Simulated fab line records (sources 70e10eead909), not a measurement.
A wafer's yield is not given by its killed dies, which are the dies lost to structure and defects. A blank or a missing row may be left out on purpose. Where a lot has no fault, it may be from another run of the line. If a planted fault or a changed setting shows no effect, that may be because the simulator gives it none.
Which tool is to blame? + flow nandHarc + 11 lots, 33 wafers sampled, at 3 steps of a route of 1159

## WHAT THE GAUGES READ, wafer by wafer
NHARC_A_M0_CD_MEAS_09 targets a cd of 80 nm.
| lot  | measured     | on       | cdNm (nm)      |
|------|--------------|----------|----------------|
| L393 | day 17 18:58 | cdSem-02 | 80.6 80.1 80.4 |
| L391 | day 18 01:58 | cdSem-02 | 79.9 80.4 79.6 |
| L392 | day 18 02:34 | cdSem-02 | 80.3 79.7 80.4 |
| L396 | day 18 19:37 | cdSem-02 | 80.5 80.1 79.6 |
| L398 | day 19 17:08 | cdSem-01 | 77.4 77.2 78.0 |
| L403 | day 19 22:04 | cdSem-02 | 76.3 77.3 76.5 |
| L405 | day 21 14:27 | cdSem-03 | 79.5 80.8 79.6 |
| L407 | day 22 10:44 | cdSem-03 | 80.5 79.8 81.3 |
| L410 | day 22 14:56 | cdSem-03 | 80.3 80.0 80.1 |
| L412 | day 23 05:28 | cdSem-02 | 80.5 81.2 81.2 |
| L413 | day 23 08:38 | cdSem-03 | 79.2 79.6 80.6 |

## EACH LOT AND THE TOOL THAT RAN IT (in order: tool; ch and the chambers of the sampled wafers; start)
| lot  | NHARC_A_BLC_STRIP_21              | NHARC_A_M0_DEVELOP_08            |
|------|-----------------------------------|----------------------------------|
| L393 | rieDiel-10 ch 1,2, day 17 15:35   | lithoTrack-06 ch 0, day 17 18:00 |
| L391 | rieDiel-10 ch 0,1,2, day 17 19:10 | lithoTrack-06 ch 0, day 18 01:00 |
| L392 | rieDiel-10 ch 0,1,2, day 17 20:38 | lithoTrack-06 ch 0, day 18 02:00 |
| L396 | rieDiel-04 ch 1,2,3, day 18 13:15 | lithoTrack-06 ch 0, day 18 19:00 |
| L398 | rieDiel-07 ch 1,2, day 19 14:16   | lithoTrack-06 ch 0, day 19 17:00 |
| L403 | rieDiel-10 ch 0,1,3, day 19 19:20 | lithoTrack-06 ch 0, day 19 21:00 |
| L405 | rieDiel-10 ch 0,2, day 21 07:42   | lithoTrack-01 ch 0, day 21 14:00 |
| L407 | rieDiel-04 ch 0,1,2, day 22 04:44 | lithoTrack-06 ch 0, day 22 10:00 |
| L410 | rieDiel-10 ch 0,1,3, day 22 12:10 | lithoTrack-04 ch 0, day 22 14:00 |
| L412 | rieDiel-10 ch 2,3, day 22 22:51   | lithoTrack-06 ch 0, day 23 05:00 |
| L413 | rieDiel-07 ch 0,1,3, day 23 04:44 | lithoTrack-01 ch 0, day 23 08:00 |
- NHARC_A_BLC_STRIP_21: strips in O2.
- NHARC_A_M0_DEVELOP_08: develop time 35 s.

## THE ANSWER, worked out from the rows above alone
Rule: the usual values come from the lots themselves. Put in order of their means at a reading, lots are off if they are a third of the lots or fewer, leave a main group of 4 or more, and stand apart from it by a gap of 3 or more times the standard deviation of the main group's means; of several such gaps the widest counts. A main group whose means are all the same, to the digits that the tables above print for the reading, isn't used. Also off: a lot with no number at a reading for which 4 or more lots have one. The other lots that the step has rows for count as sound.
Off, at NHARC_A_M0_CD_MEAS_09 on cdNm: L398, L403. The main group: mean 80.2 nm, standard deviation 0.34.
A tool fits if, at a process step before that reading, it ran every lot that is off, and no sound lot after the first of them. Those tools and the gauges at NHARC_A_M0_CD_MEAS_09 are tried in the same way. Of those tried, none fits.

## WHAT THE SIMULATOR PUT IN
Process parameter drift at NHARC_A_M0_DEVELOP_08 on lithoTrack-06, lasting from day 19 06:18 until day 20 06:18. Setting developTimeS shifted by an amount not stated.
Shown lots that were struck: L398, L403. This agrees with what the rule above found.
